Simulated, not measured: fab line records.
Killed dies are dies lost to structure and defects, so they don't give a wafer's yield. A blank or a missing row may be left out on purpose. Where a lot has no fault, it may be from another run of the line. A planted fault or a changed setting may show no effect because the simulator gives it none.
Which tool was responsible?    flow nand_harc    72 wafers from 24 lots sampled at 5 of the route's 1302 steps

WHAT THE GAUGES READ, wafer by wafer
NHARC_A_CONTACT_CD_MEAS_08: the cd target is 200 nm.
lot   measured      on         cd_nm (nm)
L074  day 22 07:56  cd_sem-02  199.8 199.8 200.8
L075  day 22 08:05  cd_sem-03  201.0 200.8 201.1
L076  day 23 14:46  cd_sem-02  200.4 200.0 200.9
L078  day 23 17:38  cd_sem-03  201.8 199.6 200.2
L077  day 23 23:46  cd_sem-03  200.5 199.8 199.9
L079  day 24 09:58  cd_sem-02  200.5 200.3 200.2
L081  day 25 10:25  cd_sem-02  200.5 201.0 200.8
L082  day 25 11:18  cd_sem-01  200.2 199.8 200.4
L080  day 25 13:21  cd_sem-01  200.5 200.8 200.9
L083  day 26 03:25  cd_sem-02  200.9 201.1 200.4
L085  day 27 03:17  cd_sem-03  199.6 200.7 200.4
L084  day 28 00:19  cd_sem-03  200.6 200.3 201.0
L087  day 28 01:55  cd_sem-01  200.4 200.6 200.7
L086  day 28 03:04  cd_sem-03  201.1 200.9 200.0
L091  day 28 15:53  cd_sem-03  200.6 200.5 200.6
L090  day 28 23:04  cd_sem-03  200.5 200.6 201.0
L088  day 29 04:50  cd_sem-03  200.9 200.1 200.9
L089  day 29 14:54  cd_sem-03  200.2 200.6 201.0
L092  day 29 18:31  cd_sem-01  201.3 200.1 200.3
L093  day 30 16:37  cd_sem-03  200.7 200.4 200.8
L094  day 30 17:59  cd_sem-02  199.9 200.5 200.1
L095  day 31 03:59  cd_sem-01  201.4 199.5 200.8
L096  day 31 15:01  cd_sem-03  199.3 200.1 200.4
L097  day 32 05:29  cd_sem-02  199.8 199.9 200.5

NHARC_A_CONTACT_OVL_MEAS_09.
lot   measured      on          overlay_x_nm (nm)  overlay_y_nm (nm)
L074  day 22 08:01  overlay-01  0.1 0.5 0.9        0.3 0.7 0.2
L075  day 22 08:10  overlay-02  -1.3 -1.8 -0.9     0.9 0.9 0.6
L076  day 23 14:52  overlay-02  -0.8 -0.6 -0.8     1.0 1.1 0.8
L078  day 23 17:43  overlay-02  -0.7 -0.7 -0.9     0.2 0.4 0.3
L077  day 23 23:50  overlay-02  0.7 0.7 0.7        1.5 1.6 1.0
L079  day 24 10:04  overlay-02  0.2 0.4 -0.1       -0.1 -0.4 -0.4
L081  day 25 10:31  overlay-02  0.4 0.6 1.2        0.2 0.8 0.2
L082  day 25 11:23  overlay-02  0.2 -0.4 0.0       -0.4 -0.5 -0.8
L080  day 25 13:26  overlay-01  0.6 1.1 0.5        1.6 1.0 1.1
L083  day 26 03:29  overlay-02  -2.5 -1.5 -1.8     0.9 1.4 1.6
L085  day 27 03:22  overlay-01  0.6 1.4 0.6        0.7 0.6 1.0
L084  day 28 00:25  overlay-01  0.4 -0.1 -0.1      -1.6 -1.8 -1.7
L087  day 28 02:00  overlay-02  0.5 0.2 0.4        -1.2 -1.3 -1.4
L086  day 28 03:08  overlay-02  -0.6 -0.6 -1.0     1.2 1.2 0.7
L091  day 28 15:58  overlay-01  -0.7 -1.5 -0.1     -1.2 -1.1 -1.0
L090  day 28 23:09  overlay-01  0.3 0.3 0.3        -1.2 -1.2 -1.2
L088  day 29 04:55  overlay-02  -0.5 -0.2 -1.0     -0.8 -0.8 -0.8
L089  day 29 14:59  overlay-01  -1.0 -1.3 -1.1     1.2 0.8 0.9
L092  day 29 18:36  overlay-01  0.6 0.3 0.2        0.6 0.2 0.9
L093  day 30 16:43  overlay-02  1.6 1.7 1.6        0.4 -0.3 0.9
L094  day 30 18:04  overlay-02  0.1 -0.3 0.4       0.6 0.1 0.5
L095  day 31 04:04  overlay-01  0.8 0.5 1.1        1.2 0.2 1.3
L096  day 31 15:05  overlay-02  -1.6 -1.5 -1.6     0.0 -0.4 -0.1
L097  day 32 05:35  overlay-02  0.0 0.4 0.2        0.1 0.8 0.1

NHARC_A_BLC_CD_MEAS_10: the cd target is 100 nm.
lot   measured      on         cd_nm (nm)
L074  day 22 15:56  cd_sem-02  99.7 99.7 100.1
L075  day 22 14:49  cd_sem-03  99.4 99.0 99.8
L076  day 23 20:59  cd_sem-02  100.4 99.2 99.7
L078  day 23 23:50  cd_sem-01  100.0 99.9 99.2
L077  day 24 05:59  cd_sem-01  100.3 100.6 100.9
L079  day 24 16:35  cd_sem-01  99.5 99.4 99.2
L081  day 25 17:01  cd_sem-02  100.0 100.1 100.2
L082  day 25 17:37  cd_sem-02  99.1 99.7 100.2
L080  day 25 20:13  cd_sem-02  100.1 99.6 99.3
L083  day 26 09:47  cd_sem-02  99.5 99.5 99.6
L085  day 27 13:22  cd_sem-01  99.6 99.8 100.3
L084  day 28 07:10  cd_sem-01  100.6 100.9 100.5
L087  day 28 08:34  cd_sem-03  99.7 100.0 100.4
L086  day 28 09:38  cd_sem-01  100.2 100.5 99.8
L091  day 28 22:38  cd_sem-03  100.0 100.3 99.3
L090  day 29 05:23  cd_sem-01  99.4 100.1 100.2
L088  day 29 11:20  cd_sem-02  99.6 100.0 100.3
L089  day 29 22:59  cd_sem-02  98.7 100.7 99.8
L092  day 30 02:46  cd_sem-03  100.0 98.8 100.3
L093  day 30 22:56  cd_sem-02  100.9 100.5 100.2
L094  day 31 01:45  cd_sem-03  100.4 100.1 99.8
L095  day 31 10:19  cd_sem-03  101.1 100.7 100.9
L096  day 31 21:26  cd_sem-03  99.0 99.0 100.3
L097  day 32 11:44  cd_sem-01  98.5 100.1 99.6

WHAT TOOL EACH LOT RAN ON (gives the tool, then ch and the chambers of the sampled wafers, and finally the start)
lot   NHARC_A_CONTACT_ETCH_77                        NHARC_A_CONTACT_ETCH_128
L074  rie_diel-07 ch 0,3, day 22 02:41 or earlier    har_cap_etch-02 ch 0,1, day 22 02:41
L075  rie_diel-03 ch 0,1,2, day 22 02:46 or earlier  har_cap_etch-03 ch 0,1, day 22 02:46
L076  rie_diel-07 ch 1,2,3, day 23 08:47 or earlier  har_cap_etch-01 ch 0,1, day 23 08:47
L078  rie_diel-11 ch 0,1,3, day 23 11:49 or earlier  har_cap_etch-03 ch 0,1, day 23 11:49
L077  rie_diel-03 ch 0,2,3, day 23 18:13 or earlier  har_cap_etch-03 ch 0,1, day 23 18:13
L079  rie_diel-11 ch 1,2,3, day 24 03:08 or earlier  har_cap_etch-03 ch 0,1, day 24 03:08
L081  rie_diel-11 ch 0,2,3, day 25 00:09 or earlier  har_cap_etch-02 ch 0,1, day 25 00:09
L082  rie_diel-07 ch 0,1,2, day 25 05:09 or earlier  har_cap_etch-03 ch 0,1, day 25 05:09
L080  rie_diel-03 ch 0,2,3, day 25 05:36 or earlier  har_cap_etch-01 ch 0,1, day 25 05:36
L083  rie_diel-07 ch 0,1, day 25 18:34 or earlier    har_cap_etch-03 ch 0,1, day 25 18:34
L085  rie_diel-07 ch 0,1,2, day 26 20:38 or earlier  har_cap_etch-03 ch 0,1, day 26 20:38
L084  rie_diel-11 ch 1,2,3, day 27 15:04 or earlier  har_cap_etch-02 ch 0,1, day 27 15:04
L087  rie_diel-11 ch 0,3, day 27 16:44 or earlier    har_cap_etch-03 ch 0,1, day 27 16:44
L086  rie_diel-11 ch 1,2, day 27 17:35 or earlier    har_cap_etch-01 ch 0,1, day 27 17:35
L091  rie_diel-11 ch 0,1, day 28 09:34 or earlier    har_cap_etch-02 ch 0,1, day 28 09:34
L090  rie_diel-11 ch 2,3, day 28 12:40 or earlier    har_cap_etch-03 ch 0, day 28 12:40
L088  rie_diel-03 ch 0,1,3, day 28 17:26 or earlier  har_cap_etch-02 ch 0,1, day 28 17:26
L089  rie_diel-11 ch 0,1, day 29 06:38 or earlier    har_cap_etch-03 ch 0,1, day 29 06:38
L092  rie_diel-03 ch 0,2,3, day 29 12:58 or earlier  har_cap_etch-01 ch 0,1, day 29 12:58
L093  rie_diel-11 ch 1,2,3, day 30 11:17 or earlier  har_cap_etch-01 ch 0,1, day 30 11:17
L094  rie_diel-03 ch 1,2,3, day 30 11:34 or earlier  har_cap_etch-02 ch 0,1, day 30 11:34
L095  rie_diel-11 ch 0,2, day 30 22:41 or earlier    har_cap_etch-03 ch 1, day 30 22:41
L096  rie_diel-07 ch 0,1,2, day 31 07:14 or earlier  har_cap_etch-03 ch 0,1, day 31 07:14
L097  rie_diel-07 ch 0,3, day 31 18:38 or earlier    har_cap_etch-02 ch 0,1, day 31 18:38
- NHARC_A_CONTACT_ETCH_77: etches the open film in CF4/CHF3, target depth 108.9 nm, time 54.5 s.
- NHARC_A_CONTACT_ETCH_128: etches the open film in C4F8/O2/Ar, time 197 s, target depth 1918 nm.

AS READ BY THE TOOLS THEMSELVES (means over the sampled wafers that have a number; for cases with no such wafer, the mark the record gives instead)
NHARC_A_CONTACT_ETCH_77.
lot   tool         drypump_motor_current_A (A)  oes_product_au (a.u.)  rf_fwd_power_W (W)  rf_vpp_V (V)  showerhead_plenum_p_Torr (Torr)  throttle_valve_pct (%)
L074  rie_diel-07  5.7                          0.938                  494.9               367.6         1.48                             16.794
L075  rie_diel-03  5.6                          0.964                  494.3               368.6         1.54                             16.796
L076  rie_diel-07  5.5                          0.932                  493.6               370.1         1.55                             16.806
L078  rie_diel-11  5.6                          0.969                  496.4               372.2         1.61                             16.802
L077  rie_diel-03  5.9                          0.927                  495.2               368.5         1.53                             16.801
L079  rie_diel-11  5.6                          0.912                  495.6               370.0         1.56                             16.807
L081  rie_diel-11  5.8                          0.919                  493.7               370.5         1.57                             16.808
L082  rie_diel-07  5.7                          0.936                  495.9               368.7         1.54                             16.803
L080  rie_diel-03  5.9                          0.925                  496.0               368.5         1.52                             16.807
L083  rie_diel-07  5.6                          0.930                  495.0               370.8         1.59                             16.803
L085  rie_diel-07  5.7                          0.953                  495.0               369.5         1.54                             16.809
L084  rie_diel-11  5.6                          0.922                  493.8               370.4         1.55                             16.807
L087  rie_diel-11  5.8                          0.928                  493.0               372.3         1.62                             16.798
L086  rie_diel-11  5.9                          0.934                  495.3               371.3         1.57                             16.799
L091  rie_diel-11  5.7                          0.923                  498.2               373.2         1.65                             16.798
L090  rie_diel-11  5.8                          0.915                  493.1               367.9         1.52                             16.794
L088  rie_diel-03  5.6                          0.920                  495.6               366.6         1.48                             16.796
L089  rie_diel-11  5.7                          0.977                  497.0               372.9         1.65                             16.804
L092  rie_diel-03  5.9                          0.916                  497.0               368.0         1.52                             16.800
L093  rie_diel-11  5.6                          0.919                  496.2               369.8         1.55                             16.806
L094  rie_diel-03  5.7                          0.912                  494.4               368.7         1.51                             16.803
L095  rie_diel-11  6.1                          0.927                  494.6               372.1         1.63                             16.806
L096  rie_diel-07  5.7                          0.927                  495.3               368.8         1.54                             16.806
L097  rie_diel-07  5.7                          0.924                  495.3               367.5         1.48                             16.803

THE ANSWER, worked out from the rows above alone
Rule: usual is defined by the lots themselves. The widest of any qualifying gaps counts: lots, ordered by their means at a reading, are off when they make up no more than a third of the lots, leave a main group of 4 or more, and stand apart from it by 3 or more times the standard deviation of that group's means. A main group whose means are all the same, to the digits that the tables above print for the reading, isn't used. A lot without any number at a reading at which 4 lots or more have one is off too. Where the step has rows for the other lots, those lots are counted as sound. The gauges are gone through in route order, then the tools' own readings, and for those a lot's mean is taken as printed above. At the first step where some lot is off, the reading lying furthest off is the one used; lots without a number count as furthest.
None of the lots is off at any reading shown; this tells nothing.

WHAT THE SIMULATOR HAD INSERTED
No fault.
